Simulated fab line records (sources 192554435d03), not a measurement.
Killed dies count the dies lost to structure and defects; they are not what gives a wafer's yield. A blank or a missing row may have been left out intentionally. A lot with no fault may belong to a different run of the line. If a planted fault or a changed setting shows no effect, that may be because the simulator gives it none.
fab line records ; flow n5Finfet
[record] lots = 12; wafers = 35; lastDay = 17
route steps=1938 shown MOL_CONTACT_COAG@540
lots untouched by any fault: they come from a run of this same line in which no faults occurred
startH: hours from the record's opening day to when the first of the lot's shown wafers began ; waitH: how many hours have passed since the lot's step before this one ; " repeats the value in the row above ; L1.1+2: several wafers, shown together as one row ; - no value present, or no start provided ; * or withheld: withheld ; < > ~ a bound
route shown NAME@n: a module of which the file shows steps, and the number in the route of the first ; usual: the fault-free wafers' mean and standard deviation ; same: alike in all rows ; chamber/n: place in a boat ; sites: per-site readings ; _std_site: their standard deviation ; _edge_site: inner sites' mean taken away from outer sites' mean ; radiusMm: how far each site lies from the wafer's centre ; mask NAME#n: copy n ; behind: the most recent tool/chamber to have shaped the wafer ; hold: why the lot went on hold/how many hours it stayed there/how the hold came to an end ; device: the transistor (n, p or np) that didn't switch ; end of line: tests of these same wafers at the route's end ; for a step that has no rows: nothing shown but its recipe ; killed: count of dies lost to structure and defects at first sort (not the wafer's yield) ; map: shows each die of a wafer: x if killed, . if not, _ if none is there
set.NAME: the run value of the setting; set.NAME@STEP: its run value at that earlier step ; model.NAME: the simulator's own value behind a step, which no gauge read
one table for each step of the route and one row for each wafer, over a sample of lots
services: from which hour (startH, from the record's first day; less than 0 if before it) a tool's chamber was out of use, for how many hours, and why
[[steps]]
[step N5_MOL_CONTACT_COAG_CD_MEAS_99]
[recipe] targetCdNm = 17.2; polarity = opening
[usual] cdNm = 17.4/0.51
lot.wafer;tool;chamber;startH;waitH;cdNm
L269.3;cdSem-01;-;88.27;-;17.5
L269.4;cdSem-01;-;88.27;-;17.2
L269.5;cdSem-01;-;88.27;-;17.4
L271.2;cdSem-02;-;100.61;-;17.3
L271.3;cdSem-02;-;100.61;-;17.7
L271.6;cdSem-02;-;100.61;-;17.2
L273.1;cdSem-02;-;112.28;-;18.0
L273.5;cdSem-02;-;112.28;-;17.9
L273.6;cdSem-02;-;112.28;-;17.6
L274.3;cdSem-01;-;121.66;-;18.3
L274.4;cdSem-01;-;121.66;-;17.6
L274.5;cdSem-01;-;121.66;-;16.8
L275.2;cdSem-03;-;123.22;-;16.7
L275.4;cdSem-03;-;123.22;-;17.6
L275.6;cdSem-03;-;123.22;-;17.6
L277.2;cdSem-03;-;139.27;-;17.4
L277.3;cdSem-03;-;139.27;-;17.3
L277.6;cdSem-03;-;139.27;-;17.2
L279.1;cdSem-03;-;152.70;-;18.0
L279.6;cdSem-03;-;152.70;-;16.8
L281.1;cdSem-01;-;163.24;-;16.5
L281.3;cdSem-01;-;163.24;-;16.6
L281.4;cdSem-01;-;163.24;-;17.2
L283.1;cdSem-03;-;172.36;-;17.5
L283.4;cdSem-03;-;172.36;-;17.9
L283.5;cdSem-03;-;172.36;-;17.9
L289.2;cdSem-02;-;207.87;-;18.5
L289.4;cdSem-02;-;207.87;-;18.1
L289.6;cdSem-02;-;207.87;-;18.1
L291.1;cdSem-01;-;221.92;-;16.7
L291.5;cdSem-01;-;221.92;-;17.6
L291.6;cdSem-01;-;221.92;-;17.3
L292.2;cdSem-03;-;226.64;-;17.0
L292.5;cdSem-03;-;226.64;-;17.2
L292.6;cdSem-03;-;226.64;-;17.3
[step N5_MOL_CONTACT_COAG_TI_SIL_19]
[recipe] material = Ti; targetThkA = 42; tempC = 200; chamberPressurePa = 5; powerW = 5000; timeS = 15
[usual] cathodeDcPowerW = 4999.9/0.96; throttleValvePct = 29.6/0.69
lot.wafer;tool;chamber;startH;waitH;cathodeDcPowerW;throttleValvePct
L269.3;pvdSputter-01;-;88.90;0.2;4999.6;28.9
L269.4;pvdSputter-01;-;88.90;0.2;4999.4;29.7
L269.5;pvdSputter-01;-;88.90;0.2;4999.5;29.7
L271.2;pvdSputter-01;-;101.38;0.4;4998.8;29.0
L271.3;pvdSputter-01;-;101.38;0.4;4997.9;29.5
L271.6;pvdSputter-01;-;101.38;0.4;4999.7;28.6
L273.1;pvdSputter-01;-;112.75;0.2;4998.6;29.3
L273.5;pvdSputter-01;-;112.75;0.2;4999.6;28.9
L273.6;pvdSputter-01;-;112.75;0.2;5000.4;28.7
L274.3;pvdSputter-01;-;122.17;0.2;5001.3;29.8
L274.4;pvdSputter-01;-;122.17;0.2;5000.4;29.9
L274.5;pvdSputter-01;-;122.17;0.2;5000.0;29.4
L275.2;pvdSputter-01;-;123.67;0.1;4998.7;29.5
L275.4;pvdSputter-01;-;123.67;0.1;5000.2;29.0
L275.6;pvdSputter-01;-;123.67;0.1;5000.8;29.9
L277.2;pvdSputter-03;-;139.78;0.2;5001.5;31.0
L277.3;pvdSputter-03;-;139.78;0.2;5000.4;29.4
L277.6;pvdSputter-03;-;139.78;0.2;4998.8;30.3
L279.1;pvdSputter-02;-;153.18;0.2;5001.3;29.7
L279.6;pvdSputter-02;-;153.18;0.2;4998.9;28.5
L281.1;pvdSputter-02;-;163.83;0.3;5000.1;29.3
L281.3;pvdSputter-02;-;163.83;0.3;5000.1;30.4
L281.4;pvdSputter-02;-;163.83;0.3;5000.6;29.7
L283.1;pvdSputter-03;-;174.04;0.4;5000.0;30.2
L283.4;pvdSputter-03;-;174.04;0.4;4997.7;30.2
L283.5;pvdSputter-03;-;174.04;0.4;5001.1;30.4
L289.2;pvdSputter-03;-;208.34;0.2;5001.6;30.2
L289.4;pvdSputter-03;-;208.34;0.2;5000.2;29.3
L289.6;pvdSputter-03;-;208.34;0.2;4999.9;29.3
L291.1;pvdSputter-03;-;223.83;1.6;4998.8;30.3
L291.5;pvdSputter-03;-;223.83;1.6;5000.4;29.2
L291.6;pvdSputter-03;-;223.83;1.6;4999.8;30.2
L292.2;pvdSputter-02;-;227.76;0.2;4999.8;31.0
L292.5;pvdSputter-02;-;227.76;0.2;5000.2;29.7
L292.6;pvdSputter-02;-;227.76;0.2;4999.6;29.3
[step N5_MOL_CONTACT_COAG_ALD_27]
[recipe] material = SiOC; targetThkA = 170; tempC = 400; aldPrecursorFamily = carbosiloxane; aldCoReactant = H2-plasma; pulseTimeS = 1.5; timeS = 2720; purgeTimeS = 2; coReactantPurgeTimeS = 2; aldCycles = 340; pressureTorr = 2
[usual] aldCycles = 340/0; heaterPowerOuterW = 518/46; heaterPowerW = 833/75; precursorPulseHeightRel = 1.000/0.019; runLengthS = 2769.7/0.53; timeS = 2720/0
lot.wafer;tool;chamber;startH;waitH;aldCycles;heaterPowerOuterW;heaterPowerW;precursorPulseHeightRel;runLengthS;timeS
L269.3;aldSin-04;1;95.42;1.1;340;511;801;1.007;2769.8;2720
L269.4;aldSin-04;2;95.42;1.1;340;563;881;0.990;2769.5;2720
L269.5;aldSin-04;1;95.42;1.1;340;499;803;1.023;2769.9;2720
L271.2;aldSin-04;0;109.47;0.0;340;482;788;0.996;2770.2;2720
L271.3;aldSin-04;2;109.47;0.0;340;555;881;1.010;2769.7;2720
L271.6;aldSin-04;1;109.47;0.0;340;526;828;0.990;2770.0;2720
L273.1;aldSin-04;1;116.44;0.0;340;515;813;0.995;2770.0;2720
L273.5;aldSin-04;1;116.44;0.0;340;510;809;0.989;2769.8;2720
L273.6;aldSin-04;2;116.44;0.0;340;573;870;1.006;2769.3;2720
L274.3;aldSin-04;0;126.57;0.0;340;498;796;0.981;2769.8;2720
L274.4;aldSin-04;2;126.57;0.0;340;556;883;1.000;2770.0;2720
L274.5;aldSin-04;0;126.57;0.0;340;484;809;0.994;2770.2;2720
L275.2;aldSin-02;1;129.48;0.0;340;442;721;1.009;2768.9;2720
L275.4;aldSin-02;0;129.48;0.0;340;601;870;0.969;2770.1;2720
L275.6;aldSin-02;0;129.48;0.0;340;606;868;1.002;2770.9;2720
L277.2;aldSin-03;1;145.16;0.0;340;483;738;0.986;2769.4;2720
L277.3;aldSin-03;3;145.16;0.0;340;542;909;0.993;2769.5;2720
L277.6;aldSin-03;1;145.16;0.0;340;469;738;0.989;2769.2;2720
L279.1;aldSin-03;3;158.20;0.0;340;547;927;1.044;2769.4;2720
L279.6;aldSin-03;0;158.20;0.0;340;516;829;0.993;2770.3;2720
L281.1;aldSin-02;2;171.81;0.0;340;581;878;1.018;2770.2;2720
L281.3;aldSin-02;1;171.81;0.0;340;441;739;0.974;2768.8;2720
L281.4;aldSin-02;2;171.81;0.0;340;554;882;0.969;2769.9;2720
L283.1;aldSin-04;3;179.44;1.4;340;477;797;1.001;2768.8;2720
L283.4;aldSin-04;2;179.44;1.4;404;560;881;0.985;3281.5;3232
L283.5;aldSin-04;1;179.44;1.4;340;519;805;0.990;2770.1;2720
L289.2;aldSin-03;1;212.44;0.0;340;464;728;0.970;2769.4;2720
L289.4;aldSin-03;3;212.44;0.0;340;549;947;1.009;2769.1;2720
L289.6;aldSin-03;0;212.44;0.0;340;518;834;1.042;2770.3;2720
L291.1;aldSin-03;1;229.33;0.0;340;461;754;0.972;2769.6;2720
L291.5;aldSin-03;1;229.33;0.0;340;465;718;1.001;2769.2;2720
L291.6;aldSin-03;2;229.33;0.0;340;504;790;1.006;2771.2;2720
L292.2;aldSin-03;3;232.12;0.0;340;538;919;0.999;2769.1;2720
L292.5;aldSin-03;0;232.12;0.0;340;520;827;1.004;2770.1;2720
L292.6;aldSin-03;1;232.12;0.0;340;469;715;1.008;2769.4;2720
[step N5_MOL_CONTACT_COAG_THK_MEAS_29]
[recipe] reads = SiNx_of_GATE_CUT_PECVD_57+SiNx_of_GATE_CUT_SAC_CAP_01
[usual] MD_CAP_THK = 17.91/0.11
lot.wafer;tool;chamber;startH;waitH;MD_CAP_THK[nm]
L269.3;filmMetro-02;-;97.28;-;18.03
L269.4;filmMetro-02;-;97.28;-;18.06
L269.5;filmMetro-02;-;97.28;-;17.99
L271.2;filmMetro-02;-;111.71;-;17.90
L271.3;filmMetro-02;-;111.71;-;18.00
L271.6;filmMetro-02;-;111.71;-;17.94
L273.1;filmMetro-01;-;118.31;-;17.80
L273.5;filmMetro-01;-;118.31;-;17.97
L273.6;filmMetro-01;-;118.31;-;17.81
L274.3;filmMetro-02;-;128.44;-;17.70
L274.4;filmMetro-02;-;128.44;-;17.67
L274.5;filmMetro-02;-;128.44;-;17.89
L275.2;filmMetro-01;-;131.34;-;17.90
L275.4;filmMetro-01;-;131.34;-;17.87
L275.6;filmMetro-01;-;131.34;-;17.94
L277.2;filmMetro-02;-;147.20;-;18.06
L277.3;filmMetro-02;-;147.20;-;17.77
L277.6;filmMetro-02;-;147.20;-;17.82
L279.1;filmMetro-01;-;160.06;-;17.72
L279.6;filmMetro-01;-;160.06;-;17.87
L281.1;filmMetro-02;-;173.67;-;17.97
L281.3;filmMetro-02;-;173.67;-;17.89
L281.4;filmMetro-02;-;173.67;-;17.79
L283.1;filmMetro-02;-;181.31;-;17.78
L283.4;filmMetro-02;-;181.31;-;17.85
L283.5;filmMetro-02;-;181.31;-;18.04
L289.2;filmMetro-02;-;214.45;-;17.82
L289.4;filmMetro-02;-;214.45;-;17.95
L289.6;filmMetro-02;-;214.45;-;17.98
L291.1;filmMetro-02;-;231.19;-;18.00
L291.5;filmMetro-02;-;231.19;-;17.99
L291.6;filmMetro-02;-;231.19;-;17.92
L292.2;filmMetro-01;-;233.99;-;17.98
L292.5;filmMetro-01;-;233.99;-;18.14
L292.6;filmMetro-01;-;233.99;-;17.93
[[services]]
tool;chamber;startH;hours;kind
aldSin-02;-;87.00;14.0;pm
aldSin-02;0;87.00;14.0;ventCycle
aldSin-02;1;87.00;14.0;ventCycle
aldSin-02;2;87.00;14.0;ventCycle
aldSin-02;3;87.00;14.0;ventCycle
aldSin-02;0;101.00;-;clean
aldSin-02;1;101.00;-;clean
aldSin-02;2;101.00;-;clean
aldSin-02;3;101.00;-;clean
aldSin-03;2;111.45;3.5;repair
aldSin-04;3;118.43;18.7;repair
pvdSputter-01;-;131.36;1.3;repair
aldSin-02;3;155.95;8.6;repair
aldSin-02;3;167.12;5.0;repair
aldSin-03;-;176.92;14.0;pm
aldSin-03;0;176.92;14.0;ventCycle
aldSin-03;1;176.92;14.0;ventCycle
aldSin-03;2;176.92;14.0;ventCycle
aldSin-03;3;176.92;14.0;ventCycle
aldSin-03;0;190.92;-;clean
aldSin-03;1;190.92;-;clean
aldSin-03;2;190.92;-;clean
aldSin-03;3;190.92;-;clean
aldSin-02;3;225.72;5.2;repair
[[key]]
[firstSign] step = N5_MOL_CONTACT_COAG_ALD_27; reading = aldCycles; direction = up; sigmas = 99+; usual = *; struck = *
[effect] step = N5_MOL_CONTACT_COAG_ALD_27; reading = timeS; direction = up; sigmas = 99+; usual = *; struck = *
metAt N5_MOL_CONTACT_COAG_ALD_27
struckLots L283
struckWafers L283.4
testerLeftOut L283
notActingAt N5_MOL_CONTACT_COAG_CD_MEAS_99,N5_MOL_CONTACT_COAG_TI_SIL_19,N5_MOL_CONTACT_COAG_THK_MEAS_29
onsetBetween 126.57 179.44
[fault] kind = processParameterDrift; tool = aldSin-04; chamber = 2; onsetH = 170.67; steps = N5_MOL_CONTACT_COAG_ALD_27; channel = aldCycles; offset = *; shape = step; endH = 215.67; actsIn = *; stated = *
// testerLeftOut: of these lots the tester's yield and bins aren't shown, on N5 and GAA mostly nor the transistor test; their killed dies are dies lost to structure and defects alone, not to doping, threshold or leakage, so they don't give the yield
